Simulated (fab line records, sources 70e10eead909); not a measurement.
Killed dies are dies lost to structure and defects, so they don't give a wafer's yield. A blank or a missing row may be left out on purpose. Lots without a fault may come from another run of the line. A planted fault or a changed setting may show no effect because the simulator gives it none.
fab line records | flow nand_harc
record lots=6 wafers=18 last_day=32
route steps=1302 shown A_CONTACT@1031 END@1302
lots that met no fault: from a run of the same line without faults
start_h: hours from the record's first day to the start of the lot's first wafer shown | wait_h: hours since the lot's step before | " the same as in the row above | L1.1+2: a row that stands for several wafers | - no value, or no start given | * or withheld: withheld | < > ~ a bound
route shown NAME@n: a module of which the file shows steps, and the number in the route of the first | usual: mean/standard deviation of fault-free wafers | same: alike in all rows | chamber/n: place in a boat | sites: the reading at each site | _std_site: their standard deviation | _edge_site: outer sites' mean less inner sites' | radius_mm: how far each site lies from the wafer's centre | mask NAME#n: copy n | behind: the tool/chamber that last shaped the wafer | hold: why the lot was held/for how many hours/how that ended | device: the transistor (n, p or np) that didn't switch | end of line: the same wafers' tests at the end of the route | a step without rows: its recipe alone | killed: dies lost to structure and defects at the first sort, not the wafer's yield | map: a wafer's dies, x killed, . not, _ none there
set.NAME: the setting as run; set.NAME@STEP: as run at that earlier step | model.NAME: the simulator's own value behind a step, which no gauge read
lots at some steps of the route; a table a step, a row a wafer
services: from which hour (start_h, from the record's first day; less than 0 if before it) a tool's chamber was out of use, for how many hours, and why
## steps
# step NHARC_A_CONTACT_COAT_61
# recipe temp_c=260 time_s=75
# step NHARC_A_CONTACT_COAT_62
# recipe temp_c=225 time_s=65
# step NHARC_A_CONTACT_COAT_63
# recipe spin_rpm=1500 resist_thk_nm=90
# step NHARC_A_CONTACT_SOFTBAKE_64
# recipe temp_c=105 time_s=55
# step NHARC_A_CONTACT_EBR_65
# step NHARC_A_CONTACT_EXPOSE_66
# recipe na=1.35 sigma_outer=0.8 dose_mj=59.02 mask_id=A_CC_2
# step NHARC_A_CONTACT_PEB_67
# recipe peb_temp_c=100 peb_time_s=65
# step NHARC_A_CONTACT_DEVELOP_68
# recipe develop_time_s=35 dev_temp_c=23
# step NHARC_A_CONTACT_CD_MEAS_69
# recipe target_cd_nm=300 landing_energy_ev=500
# usual cd_nm=300.2/0.75
# columns lot.wafer tool chamber start_h wait_h cd_nm
L322.3 cd_sem-03 0 555.34 - 300.3
L322.4 " 0 " " 300.0
L322.5 " 0 " " 300.3
L325.2 cd_sem-01 0 586.34 - 300.7
L325.3 " 0 " " 300.9
L325.5 " 0 " " 300.8
L326.3 cd_sem-02 0 609.14 - 299.6
L326.4 " 0 " " 300.4
L326.5 " 0 " " 299.7
L329.1 cd_sem-01 0 637.30 - 299.8
L329.2 " 0 " " 299.5
L329.4 " 0 " " 299.5
L332.3 cd_sem-03 0 664.82 - 300.9
L332.4 " 0 " " 300.5
L332.6 " 0 " " 300.1
L337.2 cd_sem-03 0 713.61 - 301.2
L337.3 " 0 " " 301.4
L337.6 " 0 " " 300.7
# step NHARC_A_CONTACT_OVL_MEAS_70
# usual overlay_x_nm=0.1/0.76 overlay_y_nm=0.0/0.8
# columns lot.wafer tool chamber start_h wait_h overlay_x_nm overlay_y_nm
L322.3 overlay-02 - 555.43 - 1.7 0.5
L322.4 " - " " 1.5 0.9
L322.5 " - " " 1.1 1.1
L325.2 overlay-01 - 586.43 - 0.7 0.4
L325.3 " - " " 0.7 0.6
L325.5 " - " " 0.5 -0.1
L326.3 overlay-01 - 609.22 - 0.6 1.6
L326.4 " - " " 0.1 1.0
L326.5 " - " " -0.3 1.7
L329.1 overlay-01 - 637.39 - 0.0 -0.3
L329.2 " - " " -0.2 -0.6
L329.4 " - " " -0.2 -0.9
L332.3 overlay-02 - 664.90 - 0.4 -0.3
L332.4 " - " " -0.3 0.0
L332.6 " - " " -0.1 -0.4
L337.2 overlay-02 - 713.70 - 0.0 -0.6
L337.3 " - " " -0.3 -0.1
L337.6 " - " " -0.4 -0.5
# step NHARC_A_CONTACT_INSPECT_71
# usual raw_defect_count=89/39
# columns lot.wafer tool chamber start_h wait_h raw_defect_count
L322.3 defect_inspect-01 - 555.46 0.0 110
L322.4 " - " " 112
L322.5 " - " " 117
L325.2 defect_inspect-01 - 586.46 0.0 132
L325.3 " - " " 119
L325.5 " - " " 124
L326.3 defect_inspect-02 - 609.26 0.0 111
L326.4 " - " " 139
L326.5 " - " " 118
L329.1 defect_inspect-02 - 637.43 0.0 140
L329.2 " - " " 140
L329.4 " - " " 173
L332.3 defect_inspect-02 - 664.94 0.0 33
L332.4 " - " " 27
L332.6 " - " " 25
L337.2 defect_inspect-02 - 713.74 0.0 77
L337.3 " - " " 92
L337.6 " - " " 82
# step NHARC_A_CONTACT_DESCUM_74
# recipe time_s=3 o2_flow_sccm=200 ar_flow_sccm=0 bias_power_w=0 chemistry=O2
# step NHARC_A_CONTACT_ETCH_75
# recipe target_depth_a=390 over_etch_frac=0.3 time_s=65 ion_energy_ev=80 cf4_flow_sccm=150 ar_flow_sccm=0 rf_w=300 bias_w=100 chemistry=CF4
# usual bias_w=99.94/0.29 drypump_motor_current_A=5.5/0.45 oes_product_au=0.995/0.0094 rf_vpp_V=151.0/1.4 showerhead_plenum_p_Torr=1.76/0.089 throttle_valve_pct=13.285/0.0085
# columns lot.wafer tool chamber start_h wait_h bias_w drypump_motor_current_A oes_product_au rf_hours_counter_h rf_vpp_V showerhead_plenum_p_Torr throttle_valve_pct
L322.4 rie_diel-06 1 555.61 0.1 99.90 5.3 0.981 10 150.4 1.73 13.284
L322.3 " 2 " " 100.19 6.0 0.997 10 150.0 1.67 13.287
L322.5 " 2 " " 100.03 6.0 0.997 - 148.9 1.67 13.281
L325.2 rie_diel-07 2 586.62 0.1 99.78 5.1 1.005 31 152.1 1.87 13.295
L325.3 " 3 " " 100.07 5.5 1.002 34 148.5 1.64 13.287
L325.5 " 2 " " 99.60 5.2 0.993 - 152.9 1.87 13.282
L326.4 rie_diel-06 2 609.40 0.1 99.71 6.0 0.988 19 150.0 1.67 13.282
L326.3 " 1 " " 99.75 5.3 0.973 17 150.7 1.73 13.296
L326.5 " 3 " " 99.82 5.6 0.994 - 152.0 1.67 13.289
L329.2 rie_diel-07 3 637.57 0.1 100.02 5.6 0.993 63 150.1 1.64 13.285
L329.4 " 0 " " 100.09 4.9 0.984 59 150.4 1.71 13.267
L329.1 " 2 " " 100.67 5.1 0.990 64 151.3 1.86 13.273
L332.3 rie_diel-07 3 665.09 0.1 99.97 5.5 1.014 2 152.8 1.91 13.265
L332.4 " 0 " " 99.84 4.9 1.001 2 150.0 1.71 13.272
L332.6 " 2 " " 100.11 5.2 1.001 - 151.9 1.86 13.273
L337.2 rie_diel-06 0 713.88 0.1 99.97 4.9 0.994 7 152.3 1.89 13.282
L337.3 " 2 " " 99.85 6.0 1.006 7 149.6 1.67 13.290
L337.6 " 0 " " 100.22 4.9 0.986 - 153.1 1.89 13.285
# step NHARC_A_CONTACT_ETCH_76
# recipe target_depth_a=2600 over_etch_frac=0.3 time_s=475.3 ion_energy_ev=200 n2_flow_sccm=150 h2_flow_sccm=150 ar_flow_sccm=0 rf_w=400 bias_w=150 chemistry=N2/H2
# step NHARC_A_CONTACT_ETCH_77
# recipe target_depth_a=1089 time_s=54.5 cf4_flow_sccm=100 chf3_flow_sccm=30 ar_flow_sccm=0 rf_w=500 bias_w=200 chemistry=CF4/CHF3
# usual bias_w=200.0/0.53 drypump_motor_current_A=5.5/0.45 oes_product_au=0.934/0.021 rf_vpp_V=370.3/2.9 showerhead_plenum_p_Torr=1.56/0.083 throttle_valve_pct=16.802/0.0093
# columns lot.wafer tool chamber start_h wait_h bias_w drypump_motor_current_A oes_product_au rf_hours_counter_h rf_vpp_V showerhead_plenum_p_Torr throttle_valve_pct
L322.4 rie_diel-06 1 - - 199.8 5.3 0.910 11 369.3 1.54 16.801
L322.3 " 3 " " 200.6 5.6 0.927 10 366.9 1.49 16.814
L322.5 " 2 " " 199.0 6.0 0.928 - 369.2 1.49 16.802
L325.3 rie_diel-07 3 - - 200.8 5.5 0.973 34 366.1 1.46 16.799
L325.2 " 0 " " 200.1 4.9 0.948 33 368.6 1.53 16.806
L325.5 " 0 " " 200.2 4.9 0.949 - 370.5 1.53 16.816
L326.4 rie_diel-06 2 - - 200.7 6.0 0.962 19 368.0 1.49 16.795
L326.3 " 1 " " 200.1 5.3 0.963 17 370.3 1.53 16.785
L326.5 " 2 " " 199.6 6.0 0.976 - 366.9 1.49 16.794
L329.2 rie_diel-07 2 - - 200.2 5.1 0.939 64 372.3 1.65 16.803
L329.4 " 3 " " 199.9 5.6 0.926 63 365.4 1.45 16.798
L329.1 " 1 " " 200.6 6.2 0.936 62 370.3 1.59 16.797
L332.4 rie_diel-07 2 - - 199.4 5.2 0.981 2 373.2 1.65 16.795
L332.3 " 3 " " 199.9 5.6 0.986 3 375.1 1.70 16.800
L332.6 " 2 " " 199.9 5.1 0.970 - 374.2 1.65 16.794
L337.3 rie_diel-06 3 - - 200.6 5.6 0.934 8 366.6 1.48 16.812
L337.2 " 0 " " 200.1 4.9 0.932 7 373.8 1.69 16.798
L337.6 " 2 " " 198.9 6.0 0.928 - 367.6 1.48 16.808
# step NHARC_A_CONTACT_ETCH_78
# recipe target_depth_a=53000 over_etch_frac=0.3 time_s=1378 ion_energy_ev=150 o2_flow_sccm=400 cos_flow_sccm=20 ar_flow_sccm=0 rf_w=500 bias_w=300 chemistry=O2/COS
# step NHARC_A_CONTACT_ETCH_124
# recipe source_w=withheld pressure_mtorr=20 bias_v=withheld time_s=140 target_depth_a=7000 ar_flow_sccm=withheld c4f8_flow_sccm=withheld o2_flow_sccm=withheld chemistry=C4F8/O2/Ar
# step NHARC_A_CONTACT_ETCH_125
# recipe source_w=withheld pressure_mtorr=20 bias_v=3000 time_s=197 target_depth_a=19180 ar_flow_sccm=withheld c4f8_flow_sccm=withheld o2_flow_sccm=withheld chemistry=C4F8/O2/Ar
# step NHARC_A_CONTACT_ETCH_126
# recipe source_w=withheld pressure_mtorr=20 bias_v=3000 time_s=197 target_depth_a=19180 ar_flow_sccm=withheld c4f8_flow_sccm=withheld o2_flow_sccm=withheld chemistry=C4F8/O2/Ar
# step NHARC_A_CONTACT_ETCH_127
# recipe source_w=withheld pressure_mtorr=20 bias_v=3000 time_s=197 target_depth_a=19180 ar_flow_sccm=withheld c4f8_flow_sccm=withheld o2_flow_sccm=withheld chemistry=C4F8/O2/Ar
# step NHARC_A_CONTACT_ETCH_128
# recipe source_w=withheld pressure_mtorr=20 bias_v=3000 time_s=197 target_depth_a=19180 ar_flow_sccm=withheld c4f8_flow_sccm=withheld o2_flow_sccm=withheld chemistry=C4F8/O2/Ar
# step NHARC_A_CONTACT_ETCH_129
# recipe source_w=withheld pressure_mtorr=20 bias_v=3000 time_s=197 target_depth_a=19180 ar_flow_sccm=withheld c4f8_flow_sccm=withheld o2_flow_sccm=withheld chemistry=C4F8/O2/Ar
# columns lot.wafer tool chamber start_h wait_h rf_hours_counter_h
L322.4 har_cap_etch-01 0 558.02 0.1 -
L322.3 " 1 " " -
L322.5 " 1 " " -
L325.2 har_cap_etch-01 1 589.06 0.1 15
L325.3 " 0 " " -
L325.5 " 1 " " -
L326.4 har_cap_etch-01 0 611.83 0.1 -
L326.3 " 1 " " -
L326.5 " 0 " " -
L329.1 har_cap_etch-03 0 639.92 0.1 70
L329.2 " 1 " " 70
L329.4 " 0 " " -
L332.3 har_cap_etch-01 0 667.50 0.1 -
L332.4 " 1 " " -
L332.6 " 1 " " -
L337.2 har_cap_etch-02 1 716.55 0.2 126
L337.3 " 0 " " -
L337.6 " 1 " " -
# step NHARC_A_CONTACT_ETCH_130
# recipe source_w=withheld pressure_mtorr=20 bias_v=3000 time_s=197 target_depth_a=19180 ar_flow_sccm=withheld c4f8_flow_sccm=withheld o2_flow_sccm=withheld chemistry=C4F8/O2/Ar
# step NHARC_A_CONTACT_ETCH_131
# recipe source_w=withheld pressure_mtorr=20 bias_v=3000 time_s=197 target_depth_a=19180 ar_flow_sccm=withheld c4f8_flow_sccm=withheld o2_flow_sccm=withheld chemistry=C4F8/O2/Ar
# step NHARC_A_CONTACT_ETCH_132
# recipe source_w=withheld pressure_mtorr=20 bias_v=3000 time_s=197 target_depth_a=19240 ar_flow_sccm=withheld c4f8_flow_sccm=withheld o2_flow_sccm=withheld chemistry=C4F8/O2/Ar
# step NHARC_A_CONTACT_ETCH_133
# recipe source_w=withheld pressure_mtorr=20 bias_v=400 time_s=374 target_depth_a=16100 ar_flow_sccm=withheld c4f8_flow_sccm=11.5 o2_flow_sccm=7.2 chemistry=C4F8/O2/Ar
# step NHARC_A_CONTACT_ETCH_91
# recipe target_depth_a=400 over_etch_frac=0.5 time_s=85.7 ion_energy_ev=120 ch3f_flow_sccm=50 o2_flow_sccm=30 ar_flow_sccm=200 rf_w=500 bias_w=100 chemistry=CH3F/O2
# step NHARC_A_CONTACT_ETCH_97
# recipe target_depth_a=200 over_etch_frac=0.5 time_s=10 ion_energy_ev=250 c4f6_flow_sccm=25 o2_flow_sccm=20 ar_flow_sccm=500 rf_w=600 bias_w=500 chemistry=C4F6/O2
# usual bias_w=499.9/1.7 drypump_motor_current_A=5.5/0.44 oes_product_au=0.949/0.021 rf_vpp_V=546/4.1 showerhead_plenum_p_Torr=3.88/0.2 throttle_valve_pct=26.903/0.0089
# columns lot.wafer tool chamber start_h wait_h bias_w drypump_motor_current_A oes_product_au rf_hours_counter_h rf_vpp_V showerhead_plenum_p_Torr throttle_valve_pct
L322.4 rie_diel-06 0 - - 500.9 5.0 0.947 10 553 4.20 26.896
L322.3 " 1 " " 504.3 5.3 0.937 11 545 3.83 26.889
L322.5 " 1 " " 504.6 5.3 0.932 - 544 3.83 26.912
L325.3 rie_diel-06 0 - - 500.9 5.0 0.970 13 552 4.20 26.901
L325.2 " 2 " " 499.4 6.0 0.951 14 543 3.72 26.909
L325.5 " 1 " " 501.6 5.3 0.937 - 545 3.83 26.905
L326.4 rie_diel-06 1 - - 498.8 5.3 0.922 18 545 3.83 26.906
L326.3 " 0 " " 500.0 4.9 0.927 17 554 4.20 26.909
L326.5 " 2 " " 499.2 6.0 0.949 - 543 3.71 26.901
L329.4 rie_diel-06 1 - - 499.2 5.3 0.922 22 546 3.83 26.896
L329.2 " 2 " " 499.3 6.0 0.961 23 542 3.71 26.904
L329.1 " 0 " " 500.4 5.0 0.950 20 553 4.20 26.903
L332.3 rie_diel-11 1 669.10 0.1 497.7 6.4 0.958 18 550 4.14 26.899
L332.4 " 3 " " 497.5 5.5 0.948 - 549 4.00 26.903
L332.6 " 1 " " 498.2 6.4 0.959 - 552 4.14 26.896
L337.2 rie_diel-06 0 - - 499.1 5.0 0.947 8 554 4.19 26.914
L337.3 " 1 " " 498.9 5.3 0.944 8 545 3.82 26.898
L337.6 " 2 " " 500.2 6.1 0.957 - 543 3.70 26.890
# step NHARC_A_CONTACT_CD_MEAS_80
# usual cd_nm=289.7/0.68
# columns lot.wafer tool chamber start_h wait_h cd_nm
L322.3 cd_sem-01 - 559.68 - 290.5
L322.4 " - " " 291.0
L322.5 " - " " 291.5
L325.2 cd_sem-03 - 590.74 - 288.6
L325.3 " - " " 288.8
L325.5 " - " " 289.1
L326.3 cd_sem-01 - 613.48 - 289.6
L326.4 " - " " 290.2
L326.5 " - " " 289.4
L329.1 cd_sem-01 - 641.62 - 289.1
L329.2 " - " " 288.8
L329.4 " - " " 288.9
L332.3 cd_sem-02 - 669.19 - 289.9
L332.4 " - " " 290.1
L332.6 " - " " 291.0
L337.2 cd_sem-03 - 718.39 - 289.5
L337.3 " - " " 290.0
L337.6 " - " " 290.3
# step NHARC_A_CONTACT_STRIP_103
# recipe n2_flow_sccm=150 h2_flow_sccm=150 ar_flow_sccm=0 bias_w=0 chemistry=N2/H2
# step NHARC_A_CONTACT_STRIP_104
# recipe cf4_flow_sccm=100 chf3_flow_sccm=30 ar_flow_sccm=0 bias_w=0 chemistry=CF4/CHF3
# step NHARC_A_CONTACT_STRIP_105
# recipe o2_flow_sccm=400 cos_flow_sccm=20 ar_flow_sccm=0 bias_w=0 chemistry=O2/COS
# step NHARC_A_CONTACT_ETCH_106
# recipe target_depth_a=900 overetch_a=90 time_s=49.5 ion_energy_ev=100 cf4_flow_sccm=80 o2_flow_sccm=20 ar_flow_sccm=0 rf_w=300 bias_w=100 chemistry=CF4/O2
# usual bias_w=99.9/0.31 drypump_motor_current_A=5.5/0.44 oes_ar_750_au=1.000/0.0043 oes_f_703_au=1.001/0.0043 oes_product_au=0.995/0.01 rf_vpp_V=197.6/1.8 showerhead_plenum_p_Torr=1.33/0.073 throttle_valve_pct=13.396/0.0093
# columns lot.wafer tool chamber start_h wait_h bias_w drypump_motor_current_A oes_ar_750_au oes_f_703_au oes_product_au rf_hours_counter_h rf_vpp_V showerhead_plenum_p_Torr throttle_valve_pct
L322.4 rie_diel-06 3 559.97 0.1 99.8 5.6 0.996 0.999 1.002 10 195.3 1.26 13.382
L322.3 " 1 " " 100.1 5.4 0.998 0.999 0.983 11 198.4 1.30 13.386
L322.5 " 2 " " 100.4 6.0 0.999 0.997 1.007 - 196.2 1.26 13.389
L325.2 rie_diel-11 1 591.27 0.1 99.5 6.4 1.005 1.006 0.991 58 200.1 1.42 13.401
L325.3 " 0 " " 99.5 5.3 1.003 1.002 1.009 50 195.7 1.26 13.405
L325.5 " 1 " " 99.4 6.4 1.004 0.999 0.989 - 199.2 1.42 13.414
L326.4 rie_diel-06 0 613.77 0.1 100.6 4.9 1.004 1.004 0.987 17 200.0 1.44 13.384
L326.3 " 2 " " 99.7 6.0 0.999 1.003 0.998 20 196.6 1.26 13.396
L326.5 " 3 " " 99.5 5.6 1.000 1.000 0.998 - 196.0 1.26 13.395
L329.2 rie_diel-06 1 641.91 0.1 99.7 5.3 0.996 1.002 0.980 22 198.7 1.30 13.397
L329.4 " 2 " " 99.8 6.0 1.003 1.004 0.994 23 197.3 1.26 13.393
L329.1 " 3 " " 100.6 5.6 0.992 1.009 0.981 24 196.3 1.26 13.392
L332.3 rie_diel-07 0 669.48 0.1 100.3 4.9 1.002 0.998 0.997 3 196.9 1.29 13.398
L332.4 " 1 " " 100.0 6.2 1.005 0.994 1.026 3 198.5 1.34 13.399
L332.6 " 0 " " 100.1 4.9 0.997 1.000 1.000 - 195.7 1.29 13.394
L337.3 rie_diel-07 2 718.68 0.1 100.2 5.2 1.000 0.993 0.993 20 199.2 1.40 13.390
L337.2 " 3 " " 100.5 5.6 1.000 0.996 0.993 22 198.6 1.44 13.399
L337.6 " 2 " " 100.3 5.2 1.000 1.001 1.003 - 198.2 1.40 13.407
# step NHARC_A_CONTACT_STRIP_82
# recipe o2_flow_sccm=500 ar_flow_sccm=0 bias_w=0 chemistry=O2
# usual drypump_motor_current_A=5.5/0.43 oes_product_au=0.995/0.01 rf_vpp_V=57.6/0.96 showerhead_plenum_p_Torr=3.50/0.18 throttle_valve_pct=17.037/0.0088
# same bias_w=0
# columns lot.wafer tool chamber start_h wait_h drypump_motor_current_A oes_product_au rf_hours_counter_h rf_vpp_V showerhead_plenum_p_Torr throttle_valve_pct
L322.4 rie_diel-06 1 - - 5.3 0.987 11 57.8 3.45 17.038
L322.3 " 3 " " 5.6 0.990 10 56.5 3.34 17.021
L322.5 " 0 " " 5.0 1.000 - 58.6 3.79 17.030
L325.3 rie_diel-11 1 - - 6.4 0.992 58 58.5 3.74 17.045
L325.2 " 3 " " 5.5 0.990 58 58.0 3.62 17.035
L325.5 " 3 " " 5.5 0.997 - 57.6 3.62 17.023
L326.4 rie_diel-06 0 - - 5.0 0.986 17 58.7 3.78 17.029
L326.3 " 1 " " 5.4 0.977 18 57.6 3.44 17.047
L326.5 " 2 " " 6.0 0.988 - 57.2 3.33 17.043
L329.4 rie_diel-06 2 - - 6.0 1.000 23 58.8 3.33 17.041
L329.1 " 0 " " 4.9 0.993 20 57.9 3.78 17.038
L329.2 " 1 " " 5.3 0.980 22 55.8 3.44 17.039
L332.3 rie_diel-07 3 - - 5.6 0.995 4 57.6 3.81 17.038
L332.4 " 2 " " 5.2 1.013 4 57.4 3.70 17.034
L332.6 " 0 " " 4.9 0.992 - 57.2 3.42 17.027
L337.2 rie_diel-07 1 - - 6.3 1.006 20 57.2 3.54 17.039
L337.3 " 2 " " 5.2 0.994 20 57.7 3.69 17.031
L337.6 " 0 " " 4.9 0.990 - 57.7 3.41 17.033
# step NHARC_A_CONTACT_STRIP_83
# recipe time_s=600 temp_c=30 chemistry=post_etch_residue_remover
# step NHARC_A_CONTACT_DEP_84
# recipe target_thk_a=28000 temp_c=400 material=aC
# step NHARC_A_CONTACT_DEP_85
# recipe target_thk_a=600 target_thk_nm=60 temp_c=400 pressure_torr=3.5 flow_sccm=200 rf_w=350 material=SiON
# step NHARC_A_CONTACT_DEHYDRATE_00
# recipe temp_c=150 time_s=120
# step NHARC_A_CONTACT_HMDS_01
# recipe time_s=30
# step NHARC_A_CONTACT_COAT_86
# recipe temp_c=260 time_s=75
# step NHARC_A_CONTACT_COAT_87
# recipe temp_c=225 time_s=65
# step NHARC_A_CONTACT_COAT_02
# recipe spin_rpm=1500 resist_thk_nm=90
# step NHARC_END_SORT_01
# recipe temp_c=25
# usual killed_at_array=61/20 killed_at_other=0.9/1.1 killed_at_periphery=3.7/2.5 killed_dies=65/21 killed_open=3.3/1.8 killed_short=2.3/1.5
# same gross_dies=677
# columns lot.wafer tool chamber start_h wait_h killed_at_array killed_at_other killed_at_periphery killed_dies killed_open killed_short
L322.3 prober-02 0 635.26 3.2 79 0 2 81 3 5
L322.4 prober-02 0 636.08 3.5 77 0 0 77 2 0
L322.5 prober-02 0 636.90 3.8 76 0 4 80 3 3
L326.3 prober-01 0 676.93 3.1 73 1 6 80 4 2
L326.4 prober-01 0 677.72 3.4 91 1 10 102 1 4
L326.5 prober-01 0 678.51 3.7 83 2 12 97 7 1
L329.1 prober-02 0 697.00 2.5 88 2 3 93 2 2
L329.2 prober-02 0 697.80 2.8 113 5 3 121 7 9
L329.4 prober-02 0 699.40 3.4 196 2 2 200 3 3
L332.3 prober-02 0 729.63 3.1 34 2 1 37 2 6
L332.4 prober-02 0 730.42 3.4 122 4 3 129 3 1
L332.6 prober-02 0 732.01 4.0 31 1 6 38 5 4
# killed by level:class
L322.3 A_CHANNEL_HOLE_D2:chamber_film_flake=35 A_SLIT:chamber_film_flake=29 A_STAIRCASE:chamber_film_flake=4 A_CHANNEL_HOLE_D1:chamber_film_flake=3 P_CONTACT:geometric_particle:short=1 A_CHANNEL_FILL_D1:geometric_particle:open=1 A_DECK1_JOINT:geometric_particle:open=1 A_ONON_D2:geometric_particle:short=1
L322.4 A_CHANNEL_HOLE_D2:chamber_film_flake=44 A_SLIT:chamber_film_flake=22 A_CHANNEL_HOLE_D1:chamber_film_flake=4 A_STAIRCASE:chamber_film_flake=2 A_M0:chamber_film_flake=2 A_DECK1_JOINT:geometric_particle:open=1 A_M1:geometric_particle:open=1 A_ZERO_WELL:chamber_film_flake=1
L322.5 A_CHANNEL_HOLE_D2:chamber_film_flake=40 A_SLIT:chamber_film_flake=22 A_STAIRCASE:chamber_film_flake=4 P_CONTACT:geometric_particle:short=2 A_CHANNEL_HOLE_D1:chamber_film_flake=2 A_DECK1_JOINT:chamber_film_flake=2 P_CONTACT:geometric_particle:open=1 A_ONON_D2:geometric_particle:open=1
L326.3 A_CHANNEL_HOLE_D1:chamber_film_flake=33 A_SLIT:chamber_film_flake=22 A_CHANNEL_HOLE_D2:chamber_film_flake=7 A_STAIRCASE:chamber_film_flake=4 P_CONTACT:geometric_particle:open=2 P_GATE:chamber_film_flake=2 A_CHANNEL_HOLE_D2:unspecified=2 P_M0:geometric_particle:short=1
L326.4 A_SLIT:chamber_film_flake=35 A_CHANNEL_HOLE_D1:chamber_film_flake=30 P_GATE:chamber_film_flake=8 A_CHANNEL_HOLE_D2:chamber_film_flake=6 A_WL_FILL:chamber_film_flake=5 A_STAIRCASE:chamber_film_flake=3 A_CHANNEL_FILL_D2:geometric_particle:short=2 A_CHANNEL_FILL_D2:chamber_film_flake=2
L326.5 A_SLIT:chamber_film_flake=29 A_CHANNEL_HOLE_D1:chamber_film_flake=28 P_GATE:chamber_film_flake=9 A_ZERO_WELL:chamber_film_flake=4 A_WL_FILL:chamber_film_flake=3 A_CHANNEL_HOLE_D2:chamber_film_flake=3 A_STAIRCASE:chamber_film_flake=3 A_CONTACT:chamber_film_flake=3
L329.1 A_CHANNEL_HOLE_D1:chamber_film_flake=37 A_SLIT:chamber_film_flake=22 A_CHANNEL_HOLE_D2:chamber_film_flake=15 A_CONTACT:chamber_film_flake=9 A_ONON_D1:geometric_particle:short=2 P_CONTACT:chamber_film_flake=2 THIN_TSV:chamber_film_flake=2 A_SGD_CUT:geometric_particle:open=1
L329.2 A_SLIT:chamber_film_flake=39 A_CHANNEL_HOLE_D1:chamber_film_flake=34 A_CHANNEL_HOLE_D2:chamber_film_flake=16 A_WL_FILL:chamber_film_flake=4 THIN_TSV:chamber_film_flake=4 A_DECK1_JOINT:chamber_film_flake=3 A_CONTACT:chamber_film_flake=3 A_CHANNEL_FILL_D1:geometric_particle:open=2
L329.4 A_CONTACT:unspecified=95 A_CHANNEL_HOLE_D1:chamber_film_flake=39 A_SLIT:chamber_film_flake=30 A_CHANNEL_HOLE_D2:chamber_film_flake=21 A_CONTACT:chamber_film_flake=3 P_ZERO_WELL:chamber_film_flake=2 THIN_TSV:chamber_film_flake=2 A_CHANNEL_FILL_D1:geometric_particle:open=1
L332.3 A_CHANNEL_HOLE_D1:chamber_film_flake=12 A_SLIT:chamber_film_flake=6 A_WL_FILL:chamber_film_flake=3 A_DECK1_JOINT:geometric_particle:short=2 A_STAIRCASE:chamber_film_flake=2 A_CONTACT:chamber_film_flake=2 THIN_TSV:chamber_film_flake=2 P_CONTACT:geometric_particle:open=1
L332.4 A_CONTACT:unspecified=97 A_CHANNEL_HOLE_D1:chamber_film_flake=10 A_CONTACT:chamber_film_flake=6 A_STAIRCASE:chamber_film_flake=4 THIN_TSV:chamber_film_flake=4 P_M0:geometric_particle:short=1 P_M1:geometric_particle:open=1 A_ONON_D2:geometric_particle:open=1
L332.6 A_CHANNEL_HOLE_D1:chamber_film_flake=10 A_CONTACT:chamber_film_flake=8 A_SLIT:chamber_film_flake=5 P_M1:geometric_particle:open=2 P_M0:geometric_particle:open=1 P_M2:geometric_particle:open=1 A_DECK1_JOINT:geometric_particle:short=1 A_ONON_D2:geometric_particle:short=1
# map L329.4 (x killed, . not)
____________.____________
_________...x..._________
_______..........._______
______.............______
_____..............._____
____.................____
____....xxx..x.......____
___.....x.xx..........___
___....xx.............___
__....x.xxx............__
__...xxxxx.xx..........__
_.....xxxxx............._
_....xx.xxx...........x._
_....x.xxxx.....x......._
_.....xx.xx............x_
_........x...........xxx_
.......xx.............xxx
............x........xx..
...............xx....xx.x
......x....x........xxxxx
.......x...x.xx..........
_......x...xxxxx.....xx._
_..........xxxxxxxx..x.x_
_.........xxxxxxxxx....x_
_.........xxxxxxxxx....._
_......x..xxxxxxxxxx...._
__........xxxxxxxxx....__
__........xxxxxxxxx...x__
___......xxxxxxxxxx...___
___.......xxxxxxxx....___
____.......xxxxxxx...____
____.....xxxxxxxx.x..____
_____.....xxxxxxx..._____
______...x.xxxxxx..______
_______.x.xxxxxx.x_______
_________.xxx.xx_________
____________x____________
# map L332.4 (x killed, . not)
____________.____________
_________......._________
_______..........._______
______.............______
_____..............._____
____.................____
____.................____
___...........x.......___
___...................___
__x............x.......__
__x....................__
_......................._
_x..x..................._
_.....................x._
_......................x_
_.......x..............._
.x..........xx.........x.
.......................x.
.........x......x...xxxx.
............x.xx..xx...xx
...........xxxxxx.x....x.
_.......x..xxxxxx.....xx_
_x.........xxxxxx.x....._
_........xxxxxxxxxx....._
_..........xxxxxxxx....._
_.......x.xxxxxxxxx....._
__........xxxxxxxxx....__
__........xxxxxxxxx....__
___.......xxxxxxxxx...___
___........xxxxxxxx...___
____........xxxxxx...____
____........xxxxx....____
_____.......x.x....._____
______........x....______
_______..........._______
_________......._________
____________.____________
## services
# columns tool chamber start_h hours kind
rie_diel-06 0 542.31 - clean
rie_diel-06 1 542.31 - clean
rie_diel-06 2 542.31 - clean
rie_diel-06 3 542.31 - clean
rie_diel-11 2 564.00 30.2 repair
rie_diel-06 0 566.81 - clean
rie_diel-06 1 566.81 - clean
rie_diel-06 2 566.81 - clean
rie_diel-06 3 566.81 - clean
rie_diel-07 2 577.42 6.4 repair
rie_diel-06 0 591.32 - clean
rie_diel-06 1 591.32 - clean
rie_diel-06 2 591.32 - clean
rie_diel-06 3 591.32 - clean
rie_diel-06 0 600.53 8.0 repair
rie_diel-11 1 609.25 2.6 repair
rie_diel-11 - 614.22 9.0 pm
rie_diel-06 0 615.82 - clean
rie_diel-06 1 615.82 - clean
har_cap_etch-03 - 622.86 0.5 repair
rie_diel-07 - 649.29 9.0 pm
rie_diel-06 - 661.23 9.0 pm
rie_diel-11 0 666.53 5.0 repair
har_cap_etch-01 - 668.66 2.5 repair
## key
first_sign step=NHARC_END_SORT_01 reading=killed_at_array direction=up sigmas=4.8 usual=61 struck=159
effect step=NHARC_END_SORT_01 reading=killed_dies direction=up sigmas=4.8 usual=65 struck=164
more_kills_born_at NHARC_A_CONTACT_ETCH_75@rie_diel-07=192
met_at NHARC_A_CONTACT_ETCH_75
struck_wafers L329.4,L332.4
tester_left_out L329,L332
fault kind=chamber_particle_source tool=rie_diel-07 chamber=0 onset_h=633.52 steps=NHARC_A_CONTACT_ETCH_75 rate_per_visit_cm2=1.5016 end_h=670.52
# tester_left_out: of these lots the tester's yield and bins aren't shown, on N5 and GAA mostly nor the transistor test; their killed dies are dies lost to structure and defects alone, not to doping, threshold or leakage, so they don't give the yield
